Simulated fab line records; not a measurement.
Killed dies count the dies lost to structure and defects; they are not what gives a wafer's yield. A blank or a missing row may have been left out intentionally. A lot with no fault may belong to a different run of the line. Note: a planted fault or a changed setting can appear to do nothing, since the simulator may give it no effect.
fab line records | flow nand-harc
[record] lots = 6 | wafers = 18 | last-day = 24
route steps=1159 shown P_M0@264 END@1159
lots that met no fault: from a run of the same line without faults
start-h: the number of hours between the record's first day and the start of the first shown wafer of the lot | wait-h: hours elapsed since this lot's preceding step | " unchanged from the row above | L1.1+2: one row covering several wafers at once | - either no value or no given start | * or withheld: withheld | < > ~ a bound
route shown NAME@n: names a module that has steps shown in the file, with the first one's number in the route | usual: mean and standard deviation over wafers with no fault | same: alike in all rows | chamber/n: place in a boat | sites: per-site readings | _std_site: standard deviation of those values | _edge_site: the outer-site mean with the inner-site mean subtracted | radius-mm: how far each site lies from the wafer's centre | mask NAME#n: copy n | behind: tool/chamber where the wafer was last shaped | hold: why the lot was held/for how many hours/how that ended | device: which transistor (n, p or np) failed to switch | end of line: tests of these same wafers at the route's end | step lacking rows: just its recipe | killed: dies that structure and defects cost at the first sort, which is not the same as the wafer's yield | map: a wafer's dies, x killed, . not, _ none there
set.NAME: the setting the step ran with; set.NAME@STEP: the setting that earlier step ran with | model.NAME: the simulator's own value behind a step, which no gauge read
lots at some steps of the route; a table a step, a row a wafer
services: the hour from which a tool's chamber was out of use, counted from the record's first day as start-h (under 0 if before that day), plus the number of hours and why
[[steps]]
[step NHARC_P_M0_OVL_MEAS_10]
[recipe] pitch-nm = 180
[usual] overlay-x-nm = 0.1/0.97 | overlay-y-nm = -0.1/0.74
lot.wafer | tool       | chamber | start-h | wait-h | overlay-x-nm | overlay-y-nm
L846.3    | overlay-02 | -       | 125.27  | -      | 0.2          | 0.5
L846.4    | "          | -       | "       | "      | 0.8          | 0.1
L846.6    | "          | -       | "       | "      | 0.3          | 0.0
L855.3    | overlay-02 | -       | 171.26  | -      | 0.6          | 0.0
L855.5    | "          | -       | "       | "      | 0.0          | -0.3
L855.6    | "          | -       | "       | "      | 0.2          | -0.9
L857.2    | overlay-02 | -       | 177.58  | -      | -0.4         | 0.2
L857.3    | "          | -       | "       | "      | -0.8         | -0.2
L857.6    | "          | -       | "       | "      | -0.6         | -0.4
L860.2    | overlay-02 | -       | 194.26  | -      | -0.8         | 1.1
L860.4    | "          | -       | "       | "      | -0.2         | 0.7
L860.6    | "          | -       | "       | "      | -0.9         | 1.0
L867.1    | overlay-02 | -       | 245.67  | -      | 1.7          | -0.6
L867.2    | "          | -       | "       | "      | 1.0          | -0.1
L867.4    | "          | -       | "       | "      | 1.4          | -0.3
L869.1    | overlay-01 | -       | 247.92  | -      | 0.3          | -0.2
L869.2    | "          | -       | "       | "      | 0.4          | -0.8
L869.5    | "          | -       | "       | "      | 0.8          | -0.4
[step NHARC_P_M0_INSPECT_11]
[usual] raw-defect-count = 3.6/2
lot.wafer | tool              | chamber | start-h | wait-h | raw-defect-count
L846.3    | defect-inspect-01 | -       | 125.31  | 0.0    | 3
L846.4    | "                 | -       | "       | "      | 4
L846.6    | "                 | -       | "       | "      | 6
L855.3    | defect-inspect-02 | -       | 171.30  | 0.0    | 2
L855.5    | "                 | -       | "       | "      | 4
L855.6    | "                 | -       | "       | "      | 6
L857.2    | defect-inspect-01 | -       | 177.62  | 0.0    | 2
L857.3    | "                 | -       | "       | "      | 2
L857.6    | "                 | -       | "       | "      | 2
L860.2    | defect-inspect-01 | -       | 194.30  | 0.0    | 2
L860.4    | "                 | -       | "       | "      | 3
L860.6    | "                 | -       | "       | "      | 3
L867.1    | defect-inspect-02 | -       | 245.71  | 0.0    | 1
L867.2    | "                 | -       | "       | "      | 4
L867.4    | "                 | -       | "       | "      | 3
L869.1    | defect-inspect-02 | -       | 247.95  | 0.0    | 6
L869.2    | "                 | -       | "       | "      | 1
L869.5    | "                 | -       | "       | "      | 4
[step NHARC_P_M0_DESCUM_14]
[recipe] time-s = 3 | o2-flow-sccm = 200 | ar-flow-sccm = 0 | bias-power-w = 0 | chemistry = O2
[usual] drypump-motor-current-A = 5.8/0.6 | oes-product-au = 0.996/0.014 | rf-vpp-V = 57.9/0.87 | showerhead-plenum-p-Torr = 1.95/0.062 | throttle-valve-pct = 11.310/0.0082
lot.wafer | tool        | chamber | start-h | wait-h | drypump-motor-current-A | oes-product-au | rf-hours-counter-h | rf-vpp-V | showerhead-plenum-p-Torr | throttle-valve-pct
L846.3    | rie-diel-12 | 3       | 125.37  | 0.1    | 6.1                     | 1.002          | 7                  | 56.9     | 1.86                     | 11.308
L846.4    | "           | 1       | "       | "      | 6.3                     | 0.998          | 7                  | 56.5     | 2.03                     | 11.326
L846.6    | "           | 0       | "       | "      | 5.7                     | 1.004          | -                  | 58.2     | 2.06                     | 11.317
L855.3    | rie-diel-08 | 3       | 171.38  | 0.1    | 6.0                     | 0.987          | 3                  | 56.5     | 1.90                     | 11.319
L855.5    | "           | 1       | "       | "      | 5.3                     | 0.981          | -                  | 57.4     | 1.80                     | 11.301
L855.6    | "           | 2       | "       | "      | 5.7                     | 1.000          | -                  | 56.9     | 1.92                     | 11.304
L857.3    | rie-diel-12 | 2       | 177.68  | 0.1    | 5.1                     | 1.006          | 10                 | 58.3     | 1.94                     | 11.312
L857.2    | "           | 0       | "       | "      | 5.7                     | 1.015          | 11                 | 58.5     | 2.05                     | 11.314
L857.6    | "           | 3       | "       | "      | 6.1                     | 1.007          | -                  | 57.0     | 1.86                     | 11.311
L860.2    | rie-diel-10 | 3       | 194.36  | 0.1    | 5.9                     | 0.986          | 0                  | 57.7     | 1.97                     | 11.313
L860.4    | "           | 1       | "       | "      | 4.7                     | 0.988          | 0                  | 57.9     | 1.98                     | 11.303
L860.6    | "           | 2       | "       | "      | 6.7                     | 0.974          | -                  | 57.9     | 1.96                     | 11.327
L867.4    | rie-diel-10 | 3       | 245.77  | 0.1    | 5.9                     | 0.989          | 5                  | 59.7     | 1.97                     | 11.300
L867.1    | "           | 0       | "       | "      | 5.9                     | 1.011          | 5                  | 58.9     | 1.88                     | 11.312
L867.2    | "           | 2       | "       | "      | 6.7                     | 0.972          | 5                  | 57.2     | 1.96                     | 11.308
L869.1    | rie-diel-12 | 1       | 248.02  | 0.1    | 6.3                     | 1.008          | 2                  | 58.4     | 2.03                     | 11.318
L869.2    | "           | 3       | "       | "      | 6.1                     | 1.015          | 4                  | 57.1     | 1.85                     | 11.317
L869.5    | "           | 0       | "       | "      | 5.8                     | 1.002          | -                  | 59.4     | 2.05                     | 11.304
[step NHARC_P_M0_ETCH_34]
[recipe] target-depth-a = 400 | overetch-a = 120 | time-s = 43.94 | ion-energy-ev = 200 | n2-flow-sccm = 150 | h2-flow-sccm = 150 | ar-flow-sccm = 0 | rf-w = 400 | bias-w = 150 | chemistry = N2/H2
[step NHARC_P_M0_ETCH_15]
[recipe] target-depth-a = 1500 | overetch-a = 150 | time-s = 82.5 | c4f8-flow-sccm = withheld | ar-flow-sccm = 400 | rf-w = 600 | bias-w = 300 | chemistry = C4F8/Ar
[step NHARC_P_M0_CD_MEAS_16]
[usual] cd-nm = 90.4/0.95
lot.wafer | tool      | chamber | start-h | wait-h | cd-nm
L846.3    | cd-sem-01 | -       | 125.67  | -      | 91.6
L846.4    | "         | -       | "       | "      | 90.5
L846.6    | "         | -       | "       | "      | 89.5
L855.3    | cd-sem-03 | -       | 171.67  | -      | 90.7
L855.5    | "         | -       | "       | "      | 89.1
L855.6    | "         | -       | "       | "      | 90.8
L857.2    | cd-sem-02 | -       | 177.98  | -      | 91.8
L857.3    | "         | -       | "       | "      | 90.0
L857.6    | "         | -       | "       | "      | 91.3
L860.2    | cd-sem-01 | -       | 194.66  | -      | 90.3
L860.4    | "         | -       | "       | "      | 89.9
L860.6    | "         | -       | "       | "      | 91.2
L867.1    | cd-sem-01 | -       | 246.07  | -      | 90.3
L867.2    | "         | -       | "       | "      | 90.9
L867.4    | "         | -       | "       | "      | 88.8
L869.1    | cd-sem-03 | -       | 248.31  | -      | 90.8
L869.2    | "         | -       | "       | "      | 90.0
L869.5    | "         | -       | "       | "      | 91.6
[step NHARC_P_M0_STRIP_18]
[recipe] power-w = 1000 | n2-flow-sccm = 150 | h2-flow-sccm = 150 | ar-flow-sccm = 0 | bias-w = 0 | chemistry = N2/H2
[step NHARC_P_M0_STRIP_19]
[recipe] time-s = 600 | temp-c = 30 | chemistry = post-etch-residue-remover
[step NHARC_P_M0_DEGAS_28]
[recipe] temp-c = 250 | time-s = 60
[usual] heater-power-w = 326/24 | susceptor-temp-C = 250.01/0.19
lot.wafer | tool           | chamber | start-h | wait-h | heater-power-w | susceptor-temp-C
L846.4    | pvd-sputter-03 | -       | 126.29  | -      | 321            | 249.94
L846.3    | "              | -       | "       | "      | 296            | 249.98
L846.6    | "              | -       | "       | "      | 325            | 249.76
L855.3    | pvd-sputter-02 | -       | 172.30  | -      | 329            | 249.91
L855.5    | "              | -       | "       | "      | 330            | 250.18
L855.6    | "              | -       | "       | "      | 358            | 249.88
L857.2    | pvd-sputter-02 | -       | 178.59  | -      | 297            | -
L857.3    | "              | -       | "       | "      | 324            | -
L857.6    | "              | -       | "       | "      | 281            | -
L860.4    | pvd-sputter-03 | -       | 195.31  | -      | 321            | 249.96
L860.2    | "              | -       | "       | "      | 368            | 250.05
L860.6    | "              | -       | "       | "      | 316            | 250.05
L867.1    | pvd-sputter-02 | -       | 246.68  | -      | 302            | 249.85
L867.2    | "              | -       | "       | "      | 329            | 250.13
L867.4    | "              | -       | "       | "      | 363            | 250.27
L869.1    | pvd-sputter-02 | -       | 248.94  | -      | 332            | 250.19
L869.2    | "              | -       | "       | "      | 370            | 250.04
L869.5    | "              | -       | "       | "      | 331            | 250.37
[step NHARC_P_M0_PRE_CLEAN_29]
[recipe] time-s = 30 | temp-c = 280 | gas = H2/He
[usual] heater-power-w = 401/29 | susceptor-temp-C = 279.99/0.16
lot.wafer | tool           | chamber | start-h | wait-h | heater-power-w | susceptor-temp-C
L846.4    | pvd-sputter-03 | -       | -       | -      | 403            | 279.85
L846.3    | "              | -       | "       | "      | 401            | 279.89
L846.6    | "              | -       | "       | "      | 437            | 280.19
L855.3    | pvd-sputter-02 | -       | -       | -      | 403            | 279.88
L855.6    | "              | -       | "       | "      | 413            | 279.90
L855.5    | "              | -       | "       | "      | 434            | 279.86
L857.3    | pvd-sputter-02 | -       | -       | -      | 444            | 279.92
L857.2    | "              | -       | "       | "      | 399            | 279.99
L857.6    | "              | -       | "       | "      | 437            | 279.92
L860.4    | pvd-sputter-03 | -       | -       | -      | 393            | 280.09
L860.2    | "              | -       | "       | "      | 452            | 279.88
L860.6    | "              | -       | "       | "      | 365            | 279.64
L867.1    | pvd-sputter-02 | -       | -       | -      | 463            | 280.02
L867.2    | "              | -       | "       | "      | 372            | 279.65
L867.4    | "              | -       | "       | "      | 393            | 280.00
L869.2    | pvd-sputter-02 | -       | -       | -      | 365            | -
L869.1    | "              | -       | "       | "      | 350            | -
L869.5    | "              | -       | "       | "      | 444            | -
[step NHARC_P_M0_PVD_20]
[recipe] target-thk-a = 50 | bias-v = 168.6 | power-w = 15000 | chamber-pressure-pa = 0.12 | time-s = 8.06 | substrate-temp-c = 50 | material = TaN
[step NHARC_P_M0_PVD_21]
[recipe] target-thk-a = 300 | chamber-pressure-pa = 5 | power-w = 5000 | substrate-temp-c = 30 | time-s = 20.49 | material = Cu
[usual] substrate-temp-c = 29.99/0.12 | throttle-valve-pct = 29.9/1.1
lot.wafer | tool           | chamber | start-h | wait-h | substrate-temp-c | throttle-valve-pct
L846.3    | pvd-sputter-03 | -       | -       | -      | 29.98            | 30.2
L846.4    | "              | -       | "       | "      | 30.23            | 29.5
L846.6    | "              | -       | "       | "      | 30.07            | 29.7
L855.3    | pvd-sputter-02 | -       | -       | -      | 30.11            | 28.5
L855.6    | "              | -       | "       | "      | 30.03            | 30.9
L855.5    | "              | -       | "       | "      | 29.96            | 31.1
L857.2    | pvd-sputter-02 | -       | -       | -      | 29.87            | 31.3
L857.3    | "              | -       | "       | "      | 30.05            | 29.6
L857.6    | "              | -       | "       | "      | 30.16            | 28.3
L860.4    | pvd-sputter-03 | -       | -       | -      | 29.73            | 31.3
L860.2    | "              | -       | "       | "      | 30.03            | 29.6
L860.6    | "              | -       | "       | "      | 29.88            | 31.4
L867.2    | pvd-sputter-02 | -       | -       | -      | 30.09            | 27.3
L867.4    | "              | -       | "       | "      | 30.23            | 30.7
L867.1    | "              | -       | "       | "      | 29.88            | 32.4
L869.2    | pvd-sputter-02 | -       | -       | -      | 29.73            | 29.6
L869.1    | "              | -       | "       | "      | 29.66            | 30.9
L869.5    | "              | -       | "       | "      | 29.78            | 27.5
[step NHARC_P_M0_ECD_22]
[recipe] target-thk-a = 4000 | bath-temp-c = 25 | material = Cu
lot.wafer  | tool      | chamber | start-h | wait-h
L846.4+3+6 | ecd-cu-01 | 0,1,0   | 126.76  | -
L855.3+5+6 | ecd-cu-02 | 1,1,0   | 172.75  | -
L857.2+3+6 | ecd-cu-02 | 0,1,1   | 179.00  | -
L860.2+4+6 | ecd-cu-01 | 1,0,1   | 195.66  | -
L867.2+1+4 | ecd-cu-02 | 1,0,0   | 247.04  | -
L869.2+1+5 | ecd-cu-01 | 0,1,0   | 249.29  | -
[step NHARC_P_M0_ANNEAL_30]
[recipe] temp-c = 225 | time-s = 90
[usual] wafer_temp_C_max = 226.18/0.28
lot.wafer | tool          | chamber | start-h | wait-h | wafer_temp_C_max
L846.3    | rtp-anneal-02 | 0       | 127.14  | -      | 225.63
L846.4    | "             | 0       | "       | "      | 226.62
L846.6    | "             | 0       | "       | "      | 226.13
L855.3    | rtp-anneal-01 | 0       | 173.13  | -      | 226.57
L855.5    | "             | 0       | "       | "      | 226.02
L855.6    | "             | 0       | "       | "      | 226.48
L857.2    | rtp-anneal-02 | 0       | 179.38  | 0.3    | 226.32
L857.3    | "             | 0       | "       | "      | 226.72
L857.6    | "             | 0       | "       | "      | 226.10
L860.2    | rtp-anneal-02 | 0       | 196.10  | 0.4    | 226.32
L860.4    | "             | 0       | "       | "      | 226.04
L860.6    | "             | 0       | "       | "      | 226.14
L867.1    | rtp-anneal-01 | 0       | 247.42  | 0.3    | 226.23
L867.2    | "             | 0       | "       | "      | 226.27
L867.4    | "             | 0       | "       | "      | 225.84
L869.1    | rtp-anneal-01 | 0       | 249.68  | 0.3    | 226.11
L869.2    | "             | 0       | "       | "      | 226.26
L869.5    | "             | 0       | "       | "      | 226.08
[step NHARC_P_M0_CMP_23]
[recipe] t-overpolish-s = 20 | target-thk-nm = 117.53
[usual] motor-current-A = 12.3/1.2 | time-to-endpoint-s = 28.0/2.4
lot.wafer | tool   | chamber | start-h | wait-h | motor-current-A | time-to-endpoint-s
L846.4    | cmp-01 | 2       | 127.38  | -      | 11.8            | 30.0
L846.3    | "      | 3       | "       | "      | 10.3            | 26.2
L846.6    | "      | 3       | "       | "      | 10.2            | 27.9
L855.3    | cmp-03 | 3       | 173.43  | -      | 14.4            | 9.3
L855.6    | "      | 1       | "       | "      | 12.9            | 7.1
L855.5    | "      | 2       | "       | "      | 11.6            | 8.1
L857.2    | cmp-03 | 2       | 179.68  | -      | 11.6            | 9.9
L857.3    | "      | 1       | "       | "      | 13.2            | 7.1
L857.6    | "      | 3       | "       | "      | 13.7            | 10.9
L860.2    | cmp-03 | 1       | 196.38  | -      | 13.2            | 29.2
L860.4    | "      | 0       | "       | "      | 12.0            | 29.0
L860.6    | "      | 1       | "       | "      | 12.7            | 28.1
L867.4    | cmp-01 | 0       | 247.76  | -      | 12.6            | 28.5
L867.2    | "      | 1       | "       | "      | 11.5            | 21.4
L867.1    | "      | 3       | "       | "      | 10.0            | 24.7
L869.1    | cmp-04 | 2       | 250.05  | -      | 11.1            | 28.8
L869.2    | "      | 3       | "       | "      | 13.6            | 29.7
L869.5    | "      | 2       | "       | "      | 12.0            | 29.9
[step NHARC_END_SORT_01]
[recipe] temp-c = 25
[usual] defect-limited-yield = 95.3/1.7 | killed-at-array = 28/11 | killed-at-other = 0.8/1.1 | killed-at-periphery = 3.3/2.8 | killed-dies = 32/11 | killed-open = 3.3/1.9 | killed-short = 1.9/1.4 | sort_bin_2_pct = 1.4/0.68 | sort_bin_3_pct = 0.25/0.24 | sort_bin_4_pct = 3.0/1.1 | sort-n-pass = 645/11 | sort-rim-yield-pct = 95.3/2.5 | sort-yield-pct = 95.3/1.7
[same] gross-dies = 677 | sort_bin_5_pct[%] = 0 | sort_bin_6_pct[%] = 0 | sort_bin_7_pct[%] = 0 | sort_bin_8_pct[%] = 0 | sort-rim-n-gross = 106.00
lot.wafer | tool      | chamber | start-h | wait-h | defect-limited-yield[%] | killed-at-array | killed-at-other | killed-at-periphery | killed-dies | killed-open | killed-short | sort_bin_2_pct[%] | sort_bin_3_pct[%] | sort_bin_4_pct[%] | sort-n-pass | sort-rim-yield-pct[%] | sort-yield-pct[%]
L846.3    | prober-02 | 0       | 450.11  | 3.1    | 97.0                    | 20              | 0               | 0                   | 20          | 2           | 3            | 1.0               | 0                 | 1.9               | 657         | 100.0                 | 97.0
L846.4    | prober-02 | 0       | 450.90  | 3.4    | 95.6                    | 26              | 1               | 3                   | 30          | 5           | 1            | 1.3               | 0.15              | 3.0               | 647         | 95.3                  | 95.6
L846.6    | prober-02 | 0       | 452.48  | 3.9    | 96.0                    | 22              | 0               | 5                   | 27          | 3           | 2            | 1.6               | 0.30              | 2.1               | 650         | 94.3                  | 96.0
L855.3    | prober-01 | 0       | 504.06  | 3.1    | 0.3                     | 38              | 0               | 637                 | 675         | 3           | 2            | 95.4              | 0.30              | 4.0               | 2           | 0.9                   | 0.3
L855.5    | prober-01 | 0       | 505.65  | 3.7    | 0                       | 41              | 0               | 636                 | 677         | 2           | 0            | 95.9              | 0.44              | 3.7               | 0           | 0                     | 0
L855.6    | prober-01 | 0       | 506.45  | 4.0    | 0.9                     | 34              | 1               | 636                 | 671         | 2           | 2            | 96.2              | 0.30              | 2.7               | 6           | 4.7                   | 0.9
L857.2    | prober-01 | 0       | 511.01  | 2.8    | 0.6                     | 27              | 0               | 646                 | 673         | 1           | 2            | 95.9              | 0.44              | 3.1               | 4           | 0                     | 0.6
L857.3    | prober-01 | 0       | 511.81  | 3.1    | 0.6                     | 29              | 0               | 644                 | 673         | 3           | 0            | 96.0              | 0.30              | 3.1               | 4           | 3.8                   | 0.6
L857.6    | prober-01 | 0       | 514.18  | 4.0    | 0.3                     | 32              | 0               | 643                 | 675         | 3           | 1            | 97.2              | 0.15              | 2.4               | 2           | 1.9                   | 0.3
L867.1    | prober-01 | 0       | 576.57  | 2.5    | 95.6                    | 24              | 1               | 5                   | 30          | 5           | 1            | 0.9               | 0.30              | 3.2               | 647         | 91.5                  | 95.6
L867.2    | prober-01 | 0       | 577.38  | 2.8    | 95.6                    | 25              | 0               | 5                   | 30          | 2           | 0            | 0.4               | 0.30              | 3.7               | 647         | 93.4                  | 95.6
L867.4    | prober-01 | 0       | 578.99  | 3.4    | 95.6                    | 25              | 0               | 5                   | 30          | 3           | 2            | 1.6               | 1.03              | 1.8               | 647         | 92.5                  | 95.6
// killed by level:class
L846.3 A_CHANNEL_HOLE_D1:chamber-film-flake=13 A_CONTACT:geometric-particle:open=2 A_SOURCE_PLATE:geometric-particle:short=1 A_SGD_CUT:geometric-particle:short=1 A_CONTACT:geometric-particle:short=1 A_SLIT:unspecified=1 A_BONDPAD:chamber-film-flake=1
L846.4 A_CHANNEL_HOLE_D1:chamber-film-flake=18 P_STI:chamber-film-flake=3 A_CONTACT:geometric-particle:open=2 A_ONON_D1:geometric-particle:open=1 A_CHANNEL_FILL_D1:geometric-particle:open=1 A_SGD_CUT:geometric-particle:open=1 STARTING-WAFER:geometric-particle:short=1 A_STAIRCASE:chamber-film-flake=1
L846.6 A_CHANNEL_HOLE_D1:chamber-film-flake=13 P_STI:chamber-film-flake=3 A_SLIT:chamber-film-flake=2 A_CONTACT:chamber-film-flake=2 P_GATE:geometric-particle:short=1 P_CONTACT:geometric-particle:open=1 A_ONON_D1:geometric-particle:open=1 A_CHANNEL_HOLE_D1:geometric-particle:short=1
L855.3 P_M0:area-ecd=636 A_CHANNEL_HOLE_D1:chamber-film-flake=12 A_SLIT:chamber-film-flake=11 A_CONTACT:chamber-film-flake=4 A_STAIRCASE:chamber-film-flake=3 A_BLC:chamber-film-flake=3 P_M0:geometric-particle:open=1 A_SOURCE_PLATE:geometric-particle:short=1
L855.5 P_M0:area-ecd=636 A_CHANNEL_HOLE_D1:chamber-film-flake=19 A_SLIT:chamber-film-flake=10 A_STAIRCASE:chamber-film-flake=4 A_BLC:chamber-film-flake=3 A_ZERO_WELL:chamber-film-flake=2 A_CONTACT:geometric-particle:open=1 A_M0:geometric-particle:open=1
L855.6 P_M0:area-ecd=634 A_CHANNEL_HOLE_D1:chamber-film-flake=13 A_SLIT:chamber-film-flake=8 A_STAIRCASE:chamber-film-flake=3 A_CONTACT:chamber-film-flake=3 A_CONTACT:geometric-particle:open=2 A_ZERO_WELL:chamber-film-flake=2 P_GATE:chamber-film-flake=2
L857.2 P_M0:area-ecd=643 A_SLIT:chamber-film-flake=9 A_CONTACT:chamber-film-flake=7 A_STAIRCASE:chamber-film-flake=3 A_WL_FILL:chamber-film-flake=3 A_CHANNEL_HOLE_D1:chamber-film-flake=2 P_GATE:geometric-particle:open=1 P_M0:geometric-particle:short=1
L857.3 P_M0:area-ecd=643 A_SLIT:chamber-film-flake=12 A_STAIRCASE:chamber-film-flake=5 A_SGD_CUT:chamber-film-flake=4 A_WL_FILL:chamber-film-flake=3 A_M0:geometric-particle:open=2 A_CHANNEL_FILL_D1:geometric-particle:open=1 P_ZERO_WELL:chamber-film-flake=1
L857.6 P_M0:area-ecd=642 A_SLIT:chamber-film-flake=12 A_CONTACT:chamber-film-flake=7 A_STAIRCASE:chamber-film-flake=4 A_ZERO_WELL:chamber-film-flake=2 A_CHANNEL_HOLE_D1:chamber-film-flake=2 A_WL_FILL:chamber-film-flake=2 P_STI:geometric-particle:open=1
L867.1 A_SLIT:chamber-film-flake=14 P_M2:chamber-film-flake=4 A_CHANNEL_HOLE_D1:chamber-film-flake=3 A_CONTACT:geometric-particle:open=2 A_CONTACT:chamber-film-flake=2 A_ONON_D1:geometric-particle:open=1 A_CHANNEL_FILL_D1:geometric-particle:open=1 A_SGD_CUT:geometric-particle:open=1
L867.2 A_SLIT:chamber-film-flake=12 A_CHANNEL_HOLE_D1:chamber-film-flake=6 A_CONTACT:chamber-film-flake=5 P_ZERO_WELL:chamber-film-flake=2 P_M2:chamber-film-flake=2 P_GATE:geometric-particle:open=1 A_CONTACT:geometric-particle:open=1 A_STAIRCASE:chamber-film-flake=1
L867.4 A_SLIT:chamber-film-flake=11 A_CHANNEL_HOLE_D1:chamber-film-flake=4 A_STAIRCASE:chamber-film-flake=4 P_M2:chamber-film-flake=3 A_CONTACT:chamber-film-flake=2 P_CONTACT:geometric-particle:short=1 P_M0:geometric-particle:open=1 A_CHANNEL_FILL_D1:geometric-particle:open=1
// map L855.5 (x killed, . not)
____________x____________
_________xxxxxxx_________
_______xxxxxxxxxxx_______
______xxxxxxxxxxxxx______
_____xxxxxxxxxxxxxxx_____
____xxxxxxxxxxxxxxxxx____
____xxxxxxxxxxxxxxxxx____
___xxxxxxxxxxxxxxxxxxx___
___xxxxxxxxxxxxxxxxxxx___
__xxxxxxxxxxxxxxxxxxxxx__
__xxxxxxxxxxxxxxxxxxxxx__
_xxxxxxxxxxxxxxxxxxxxxxx_
_xxxxxxxxxxxxxxxxxxxxxxx_
_xxxxxxxxxxxxxxxxxxxxxxx_
_xxxxxxxxxxxxxxxxxxxxxxx_
_xxxxxxxxxxxxxxxxxxxxxxx_
xxxxxxxxxxxxxxxxxxxxxxxxx
xxxxxxxxxxxxxxxxxxxxxxxxx
xxxxxxxxxxxxxxxxxxxxxxxxx
xxxxxxxxxxxxxxxxxxxxxxxxx
xxxxxxxxxxxxxxxxxxxxxxxxx
_xxxxxxxxxxxxxxxxxxxxxxx_
_xxxxxxxxxxxxxxxxxxxxxxx_
_xxxxxxxxxxxxxxxxxxxxxxx_
_xxxxxxxxxxxxxxxxxxxxxxx_
_xxxxxxxxxxxxxxxxxxxxxxx_
__xxxxxxxxxxxxxxxxxxxxx__
__xxxxxxxxxxxxxxxxxxxxx__
___xxxxxxxxxxxxxxxxxxx___
___xxxxxxxxxxxxxxxxxxx___
____xxxxxxxxxxxxxxxxx____
____xxxxxxxxxxxxxxxxx____
_____xxxxxxxxxxxxxxx_____
______xxxxxxxxxxxxx______
_______xxxxxxxxxxx_______
_________xxxxxxx_________
____________x____________
// map L857.6 (x killed, . not)
____________x____________
_________xxxxxx._________
_______xxxxxxxxxxx_______
______xxxxxxxxxxxxx______
_____xxxxxxxxxxxxxxx_____
____xxxxxxxxxxxxxxxxx____
____xxxxxxxxxxxxxxxxx____
___xxxxxxxxxxxxxxxxxxx___
___xxxxxxxxxxxxxxxxxxx___
__xxxxxxxxxxxxxxxxxxxxx__
__xxxxxxxxxxxxxxxxxxxxx__
_xxxxxxxxxxxxxxxxxxxxxxx_
_xxxxxxxxxxxxxxxxxxxxxxx_
_xxxxxxxxxxxxxxxxxxxxxxx_
_xxxxxxxxxxxxxxxxxxxxxxx_
_xxxxxxxxxxxxxxxxxxxxxxx_
xxxxxxxxxxxxxxxxxxxxxxxx.
xxxxxxxxxxxxxxxxxxxxxxxxx
xxxxxxxxxxxxxxxxxxxxxxxxx
xxxxxxxxxxxxxxxxxxxxxxxxx
xxxxxxxxxxxxxxxxxxxxxxxxx
_xxxxxxxxxxxxxxxxxxxxxxx_
_xxxxxxxxxxxxxxxxxxxxxxx_
_xxxxxxxxxxxxxxxxxxxxxxx_
_xxxxxxxxxxxxxxxxxxxxxxx_
_xxxxxxxxxxxxxxxxxxxxxxx_
__xxxxxxxxxxxxxxxxxxxxx__
__xxxxxxxxxxxxxxxxxxxxx__
___xxxxxxxxxxxxxxxxxxx___
___xxxxxxxxxxxxxxxxxxx___
____xxxxxxxxxxxxxxxxx____
____xxxxxxxxxxxxxxxxx____
_____xxxxxxxxxxxxxxx_____
______xxxxxxxxxxxxx______
_______xxxxxxxxxxx_______
_________xxxxxxx_________
____________x____________
[[services]]
tool           | chamber | start-h | hours | kind
pvd-sputter-03 | -       | 102.01  | 10.0  | pm
cmp-04         | -       | 105.11  | 4.0   | pm
cmp-01         | -       | 117.07  | 3.2   | repair
rie-diel-08    | -       | 124.80  | 9.0   | pm
cmp-04         | -       | 130.05  | 0.6   | repair
cmp-01         | -       | 133.97  | 3.2   | repair
rie-diel-08    | 1       | 135.30  | 4.5   | repair
cmp-01         | -       | 140.08  | 0.4   | repair
cmp-01         | -       | 148.99  | 0.5   | repair
cmp-04         | -       | 151.76  | 1.1   | repair
rie-diel-12    | -       | 153.12  | 1.3   | repair
cmp-04         | -       | 154.51  | 0.9   | repair
rie-diel-08    | 3       | 155.32  | 6.7   | repair
cmp-03         | -       | 156.93  | 4.0   | pm
cmp-04         | -       | 159.14  | 1.7   | repair
rie-diel-12    | 1       | 165.50  | 4.3   | repair
rie-diel-10    | -       | 176.50  | 9.0   | pm
cmp-01         | -       | 179.50  | 4.0   | pm
ecd-cu-02      | -       | 181.83  | 8.0   | pm
rie-diel-12    | -       | 202.40  | 9.0   | pm
pvd-sputter-02 | -       | 206.10  | 2.2   | repair
pvd-sputter-03 | -       | 207.74  | 10.3  | repair
pvd-sputter-02 | -       | 214.00  | 10.0  | pm
rie-diel-10    | 1       | 228.82  | 9.9   | repair
[[key]]
[first-sign] step = NHARC_P_M0_CMP_23 | reading = time-to-endpoint-s | direction = down | sigmas = 8.1 | usual = * | struck = *
[effect] step = NHARC_END_SORT_01 | reading = killed-at-periphery | direction = up | sigmas = 99+ | usual = 3.3 | struck = 640.3
[more-kills-born-at] NHARC_P_M0_ECD_22@ecd-cu-02 = 3834
met-at NHARC_P_M0_ECD_22
struck-wafers L855.3,L855.5,L855.6,L857.2,L857.3,L857.6
later-rows-left-out L855.3,L855.5,L855.6,L857.2,L857.3,L857.6
[fault] kind = process-parameter-drift | tool = ecd-cu-02 | chamber = - | onset-h = 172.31 | steps = NHARC_P_M0_ECD_22 | channel = target-thk-a | offset = * | shape = step | end-h = 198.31 | acts-in = * | stated = *
// later-rows-left-out: the simulator's readings of these wafers behind a module that went badly wrong aren't trusted and aren't shown, but for the sort
